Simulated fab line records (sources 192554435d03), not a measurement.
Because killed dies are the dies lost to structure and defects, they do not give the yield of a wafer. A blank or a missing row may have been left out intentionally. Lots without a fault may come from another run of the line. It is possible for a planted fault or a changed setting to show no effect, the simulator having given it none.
Lot-split experiment / flow n5-finfet / 7 lots, 21 wafers read, on a route of 1938 steps

## ON THE SPLIT
At N5_MOL_CONTACT_COAG_ALD_131 (deposits SiO2, target thk 5 nm, pulse time 1 s, co reactant pulse time 1 s), the setting ald-cycles was moved away from the recipe's 35 on 7 of the 21 wafers read, by -14.3% to -8.6%. The other wafers ran this setting at the recipe's value.

The reading is taken at the split's own step.

## THE READING
SiO2_of_MOL_CONTACT_COAG_ALD_131.thk-nm (the simulator's own value, which no gauge read), in nm, at N5_MOL_CONTACT_COAG_ALD_131 (deposits SiO2, target thk 5 nm, pulse time 1 s, co reactant pulse time 1 s). The file does not state a usual value for it.

wafer=L077.3; tool, chamber at the split=ald-sin-01, 1; ald-cycles as run=32; against the recipe=-8.6%; SiO2_of_MOL_CONTACT_COAG_ALD_131.thk-nm, nm=4.6; against lot-mates on the recipe=-0.4
wafer=L077.5; tool, chamber at the split=ald-sin-01, 3,0; ald-cycles as run=35; against the recipe=recipe; SiO2_of_MOL_CONTACT_COAG_ALD_131.thk-nm, nm=5; against lot-mates on the recipe=-
wafer=L077.6; tool, chamber at the split=ald-sin-01, 3,0; ald-cycles as run=35; against the recipe=recipe; SiO2_of_MOL_CONTACT_COAG_ALD_131.thk-nm, nm=5; against lot-mates on the recipe=-
wafer=L079.1; tool, chamber at the split=ald-sin-01, 1; ald-cycles as run=30; against the recipe=-14.3%; SiO2_of_MOL_CONTACT_COAG_ALD_131.thk-nm, nm=4.2; against lot-mates on the recipe=-0.8
wafer=L079.2; tool, chamber at the split=ald-sin-01, 0; ald-cycles as run=30; against the recipe=-14.3%; SiO2_of_MOL_CONTACT_COAG_ALD_131.thk-nm, nm=4.4; against lot-mates on the recipe=-0.6
wafer=L079.4; tool, chamber at the split=ald-sin-01, 3; ald-cycles as run=35; against the recipe=recipe; SiO2_of_MOL_CONTACT_COAG_ALD_131.thk-nm, nm=5; against lot-mates on the recipe=-
wafer=L084.2; tool, chamber at the split=ald-sin-03, 0,2,0; ald-cycles as run=35; against the recipe=recipe; SiO2_of_MOL_CONTACT_COAG_ALD_131.thk-nm, nm=5; against lot-mates on the recipe=-
wafer=L084.4; tool, chamber at the split=ald-sin-03, 0,2,0; ald-cycles as run=35; against the recipe=recipe; SiO2_of_MOL_CONTACT_COAG_ALD_131.thk-nm, nm=5; against lot-mates on the recipe=-
wafer=L084.6; tool, chamber at the split=ald-sin-03, 0,2,0; ald-cycles as run=35; against the recipe=recipe; SiO2_of_MOL_CONTACT_COAG_ALD_131.thk-nm, nm=5; against lot-mates on the recipe=-
wafer=L087.1; tool, chamber at the split=ald-sin-03, 1,2,3; ald-cycles as run=35; against the recipe=recipe; SiO2_of_MOL_CONTACT_COAG_ALD_131.thk-nm, nm=5; against lot-mates on the recipe=-
wafer=L087.4; tool, chamber at the split=ald-sin-03, 1,2,3; ald-cycles as run=35; against the recipe=recipe; SiO2_of_MOL_CONTACT_COAG_ALD_131.thk-nm, nm=5; against lot-mates on the recipe=-
wafer=L087.6; tool, chamber at the split=ald-sin-03, 1,2,3; ald-cycles as run=35; against the recipe=recipe; SiO2_of_MOL_CONTACT_COAG_ALD_131.thk-nm, nm=5; against lot-mates on the recipe=-
wafer=L089.1; tool, chamber at the split=ald-sin-03, 2,1; ald-cycles as run=31; against the recipe=-11.4%; SiO2_of_MOL_CONTACT_COAG_ALD_131.thk-nm, nm=4.4; against lot-mates on the recipe=-0.6
wafer=L089.4; tool, chamber at the split=ald-sin-03, 2,1; ald-cycles as run=31; against the recipe=-11.4%; SiO2_of_MOL_CONTACT_COAG_ALD_131.thk-nm, nm=4.4; against lot-mates on the recipe=-0.6
wafer=L089.5; tool, chamber at the split=ald-sin-03, 2; ald-cycles as run=35; against the recipe=recipe; SiO2_of_MOL_CONTACT_COAG_ALD_131.thk-nm, nm=5; against lot-mates on the recipe=-
wafer=L091.3; tool, chamber at the split=ald-sin-04, 3,0; ald-cycles as run=32; against the recipe=-8.6%; SiO2_of_MOL_CONTACT_COAG_ALD_131.thk-nm, nm=4.6; against lot-mates on the recipe=-0.4
wafer=L091.4; tool, chamber at the split=ald-sin-04, 3,0; ald-cycles as run=32; against the recipe=-8.6%; SiO2_of_MOL_CONTACT_COAG_ALD_131.thk-nm, nm=4.6; against lot-mates on the recipe=-0.4
wafer=L091.6; tool, chamber at the split=ald-sin-04, 2; ald-cycles as run=35; against the recipe=recipe; SiO2_of_MOL_CONTACT_COAG_ALD_131.thk-nm, nm=5; against lot-mates on the recipe=-
wafer=L097.2; tool, chamber at the split=ald-sin-04, 0,1,3; ald-cycles as run=35; against the recipe=recipe; SiO2_of_MOL_CONTACT_COAG_ALD_131.thk-nm, nm=5; against lot-mates on the recipe=-
wafer=L097.4; tool, chamber at the split=ald-sin-04, 0,1,3; ald-cycles as run=35; against the recipe=recipe; SiO2_of_MOL_CONTACT_COAG_ALD_131.thk-nm, nm=5; against lot-mates on the recipe=-
wafer=L097.6; tool, chamber at the split=ald-sin-04, 0,1,3; ald-cycles as run=35; against the recipe=recipe; SiO2_of_MOL_CONTACT_COAG_ALD_131.thk-nm, nm=5; against lot-mates on the recipe=-
When a row names more than one chamber, that row covers several wafers, and the file does not tell which wafer ran in which chamber.

FIT RESULTS
A straight line over all 21 wafers: SiO2_of_MOL_CONTACT_COAG_ALD_131.thk-nm changes by +0.0495 nm for each +1% of ald-cycles; r = +0.99; the points scatter about the line by 0.036 nm.
The same after taking each lot's own level away (the mean of its wafers on the recipe; 21 wafers): +0.0495 nm for each +1%; r = +0.99; scatter 0.036 nm.
That fit puts the effect of the largest move of ald-cycles on the reading at 0.71 nm.
The lots' own levels span 5.00 to 5.00 nm.
So the lot-to-lot level changes the slope little: the two slopes agree.
Check: for one of the wafers moved furthest among these (-14.3%), held out of the fit, the line's prediction against its lot-mates is -0.678 nm. It came out at -0.8 nm against them.

## ADDITIONAL SPLITS CARRIED BY THESE WAFERS
Before the reading, these wafers also passed through other splits. Each is held against what the fit with the lots' levels taken away leaves over:
other split on the same wafers=N5_WELL_APT_COAT_02 spin-rpm; wafers away from the commonest value=8; r with SiO2_of_MOL_CONTACT_COAG_ALD_131.thk-nm (lot level and that fit taken away)=+0.22
other split on the same wafers=N5_FIN_SAQP_HM_DEP_03 time-s; wafers away from the commonest value=4; r with SiO2_of_MOL_CONTACT_COAG_ALD_131.thk-nm (lot level and that fit taken away)=+0.28
other split on the same wafers=N5_FIN_SAQP_COAT_10 spin-rpm; wafers away from the commonest value=7; r with SiO2_of_MOL_CONTACT_COAG_ALD_131.thk-nm (lot level and that fit taken away)=+0.10
other split on the same wafers=N5_SD_EPI_N_ETCH_16 target-depth-a; wafers away from the commonest value=6; r with SiO2_of_MOL_CONTACT_COAG_ALD_131.thk-nm (lot level and that fit taken away)=-0.39
other split on the same wafers=N5_SD_EPI_N_EPI_21 epi-growth-time-s; wafers away from the commonest value=6; r with SiO2_of_MOL_CONTACT_COAG_ALD_131.thk-nm (lot level and that fit taken away)=-0.12
other split on the same wafers=N5_ILD0_ALD_15 ald-cycles; wafers away from the commonest value=5; r with SiO2_of_MOL_CONTACT_COAG_ALD_131.thk-nm (lot level and that fit taken away)=-0.12
other split on the same wafers=N5_HKMG_FIN_ETCH_58 source-w; wafers away from the commonest value=4; r with SiO2_of_MOL_CONTACT_COAG_ALD_131.thk-nm (lot level and that fit taken away)=+0.31
other split on the same wafers=N5_GATE_CUT_ETCH_58 bias-w; wafers away from the commonest value=12; r with SiO2_of_MOL_CONTACT_COAG_ALD_131.thk-nm (lot level and that fit taken away)=+0.13

## THE FILE'S OWN FIT
SiO2_of_MOL_CONTACT_COAG_ALD_131.thk-nm changes by +0.0492 nm for each +1% of ald-cycles, r = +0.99.
